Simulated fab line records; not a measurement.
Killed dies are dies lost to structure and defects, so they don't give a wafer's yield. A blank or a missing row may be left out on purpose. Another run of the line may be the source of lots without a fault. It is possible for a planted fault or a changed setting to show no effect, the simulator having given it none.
Matching of chambers	flow nand harc	NHARC_A_STAIRCASE_ETCH_292 on rie diel-08 has 4 sister chambers
The step etches the open film in CF4/CHF3. 18 wafers are shown with their chamber, then 9 later ones without.

EACH WAFER AND ITS CHAMBER
wafer	chamber	drypump motor current A (A)	showerhead plenum p Torr (Torr)	rf vpp V (V)
L076.1	2	5.4	1.53	369.5
L076.3	0	4.9	1.46	367.6
L076.4	1	6.2	1.58	369.3
L077.1	0	4.9	1.46	367.1
L077.2	1	6.2	1.58	371.3
L077.6	3	6.2	1.47	368.6
L079.3	3	6.2	1.47	364.6
L079.5	0	4.9	1.46	367.3
L079.6	3	6.2	1.47	366.3
L081.2	0	4.9	1.46	366.8
L081.3	1	6.2	1.58	371.4
L081.6	1	6.1	1.58	371.3
L085.2	2	5.4	1.52	369.4
L085.3	1	6.2	1.58	370.4
L085.6	2	5.5	1.52	368.6
L087.1	1	6.2	1.57	369.2
L087.2	2	5.4	1.52	369.3
L087.6	2	5.4	1.52	367.5

SIGNATURES (averages over the wafers above)
reading	chamber 0	chamber 1	chamber 2	chamber 3	scatter within a chamber
drypump motor current A	4.900	6.183	5.420	6.200	0.0342
showerhead plenum p Torr	1.4600	1.5783	1.5220	1.4700	0.00342
rf vpp V	367.200	370.483	368.860	366.500	1.08
Rule: a wafer lies at a distance from a chamber equal to the root of the sum of squares, over the readings, of (its reading less the chamber's mean, divided by the reading's scatter). The wafer belongs to the nearest chamber; if the next one is less than 2 further off, it can't be placed. The scatter: take each reading less its chamber's mean, square it, sum over the shown wafers, divide by the number of wafers less the number of chambers, and take the root.

WAFERS MISSING THEIR CHAMBER
wafer	drypump motor current A (A)	showerhead plenum p Torr (Torr)	rf vpp V (V)
L092.4	6.2	1.57	369.8
L092.5	4.9	1.70	374.2
L092.6	6.2	1.70	374.8
L093.1	5.4	1.51	366.8
L093.4	6.2	1.70	375.0
L093.5	4.9	1.70	375.4
L095.1	5.4	1.51	367.8
L095.3	6.2	1.70	373.7
L095.5	5.4	1.51	370.4

THE CHAMBER EACH PASSED THROUGH
wafer	from the rows above	in truth
L092.4	1	1
L092.5	1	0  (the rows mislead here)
L092.6	1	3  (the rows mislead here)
L093.1	2	2
L093.4	1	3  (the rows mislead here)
L093.5	1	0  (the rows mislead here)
L095.1	2	2
L095.3	1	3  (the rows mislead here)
L095.5	2	2
Correctly placed: 4 of 9. Can't be placed from these rows: 0. Placed wrongly: 5.
